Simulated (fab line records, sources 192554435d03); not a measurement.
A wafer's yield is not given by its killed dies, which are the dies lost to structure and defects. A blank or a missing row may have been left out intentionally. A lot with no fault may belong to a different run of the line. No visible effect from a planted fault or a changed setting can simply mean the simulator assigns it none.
Matching of chambers    flow n5 finfet    N5_SD_EPI_P_ETCH_16 on rie diel-03: 4 sister chambers
The step etches SiO2 in CHF3/O2, target depth 5 nm. 18 wafers are shown with their chamber, then 9 later ones without.

WAFERS PAIRED WITH THEIR CHAMBERS
wafer   chamber  rf vpp V (V)  throttle valve pct (%)  oes product au (a.u.)
L078.2  1        518           19.00                   0.66
L078.3  3        518           19.02                   0.72
L078.6  3        517           19.03                   0.73
L080.1  0        542           18.73                   0.68
L080.4  3        516           19.04                   0.72
L080.5  0        541           18.76                   0.67
L081.3  0        542           18.76                   0.68
L081.4  0        541           18.75                   0.68
L081.6  2        527           19.12                   0.70
L082.1  3        516           19.03                   0.72
L082.2  2        527           19.11                   0.69
L082.4  2        525           19.12                   0.69
L083.1  0        541           18.75                   0.68
L083.3  1        519           18.61                   0.99
L083.5  1        517           18.59                   0.98
L084.3  1        517           18.60                   0.97
L084.4  0        542           18.75                   0.67
L084.6  2        527           19.15                   0.68

SIGNATURES (means of the wafers above)
reading             chamber 0  chamber 1  chamber 2  chamber 3  scatter within a chamber
rf vpp V            541.50     517.75     526.50     516.75     0.845
throttle valve pct  18.7500    18.7000    19.1250    19.0300    0.0933
oes product au      0.6767     0.9000     0.6900     0.7225     0.0744
Rule: a wafer lies at a distance from a chamber equal to the root of the sum of squares, over the readings, of (its reading less the chamber's mean, divided by the reading's scatter). The wafer belongs to the nearest chamber; if the next one is less than 2 further off, it can't be placed. The scatter: take each reading less its chamber's mean, square it, sum over the shown wafers, divide by the number of wafers less the number of chambers, and take the root.

WAFERS WHOSE CHAMBER IS MISSING
wafer   rf vpp V (V)  throttle valve pct (%)  oes product au (a.u.)
L088.1  516           19.07                   0.71
L088.3  529           19.14                   0.68
L088.4  541           18.78                   0.68
L094.3  517           19.08                   0.70
L094.5  518           18.62                   0.91
L094.6  526           19.15                   0.67
L097.1  527           19.16                   0.66
L097.3  515           18.64                   0.90
L097.6  517           19.09                   0.70

WHICH CHAMBER EACH WENT THROUGH
wafer   from the rows above      in truth
L088.1  3                        3
L088.3  2                        2
L088.4  0                        0
L094.3  3                        3
L094.5  1                        1
L094.6  2                        2
L097.1  2                        2
L097.3  can't be placed: 1 or 3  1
L097.6  3                        3
Correctly placed: 8 of 9. Unplaceable from these rows: 1, with the true chamber sitting among the candidates in 1. 0 placed wrongly.
